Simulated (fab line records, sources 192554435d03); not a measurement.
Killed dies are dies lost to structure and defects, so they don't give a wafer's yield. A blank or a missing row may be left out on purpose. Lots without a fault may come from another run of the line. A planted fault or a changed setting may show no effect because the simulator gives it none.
Chamber matching | flow n5_finfet | N5_MIM_TOP_ALD_00 on ald_hk-03: 4 sister chambers
The step deposits Al2O3, purge time 3 s, co reactant pulse time 3 s. 14 wafers are shown with their chamber, then 7 later ones without.

WAFERS WITH THEIR CHAMBER
wafer  | chamber | precursor_pulse_height_rel
L075.3 | 0       | 1.028
L075.4 | 2       | 0.997
L075.6 | 2       | 0.997
L082.2 | 3       | 1.015
L082.4 | 1       | 1.016
L082.6 | 0       | 1.006
L083.2 | 3       | 1.015
L083.4 | 2       | 1.028
L083.5 | 1       | 0.985
L089.2 | 0       | 1.023
L089.4 | 2       | 1.022
L089.6 | 0       | 1.033
L094.4 | 1       | 0.993
L094.5 | 0       | 0.997

SIGNATURES (means of the wafers above)
reading                    | chamber 0 | chamber 1 | chamber 2 | chamber 3 | scatter within a chamber
precursor_pulse_height_rel | 1.01740   | 0.99800   | 1.01100   | 1.01500   | 0.015
Rule: a wafer's distance from a chamber is the root of the sum, over the readings, of the square of ((its reading less the chamber's mean) divided by the reading's scatter). The wafer belongs to the nearest chamber; if the next one is less than 2 further off, it can't be placed. The scatter: the root of (the sum of the squares of (reading less its chamber's mean) over the shown wafers, divided by (wafers less chambers)).

WAFERS WITHOUT THEIR CHAMBER
wafer  | precursor_pulse_height_rel
L094.6 | 0.995
L097.1 | 0.995
L097.4 | 1.021
L097.5 | 1.007
L096.1 | 0.994
L096.2 | 0.986
L096.3 | 0.979

WHICH CHAMBER EACH WENT THROUGH
wafer  | from the rows above               | in truth
L094.6 | can't be placed: 1 or 2 or 3 or 0 | 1
L097.1 | can't be placed: 1 or 2 or 3 or 0 | 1
L097.4 | can't be placed: 0 or 3 or 2 or 1 | 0
L097.5 | can't be placed: 2 or 3 or 1 or 0 | 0
L096.1 | can't be placed: 1 or 2 or 3 or 0 | 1
L096.2 | can't be placed: 1 or 2 or 3 or 0 | 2
L096.3 | can't be placed: 1 or 2 or 3 or 0 | 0
Placed correctly: 0 of 7. Can't be placed from these rows: 7 (the true chamber is among the candidates in 7). Placed wrongly: 0.
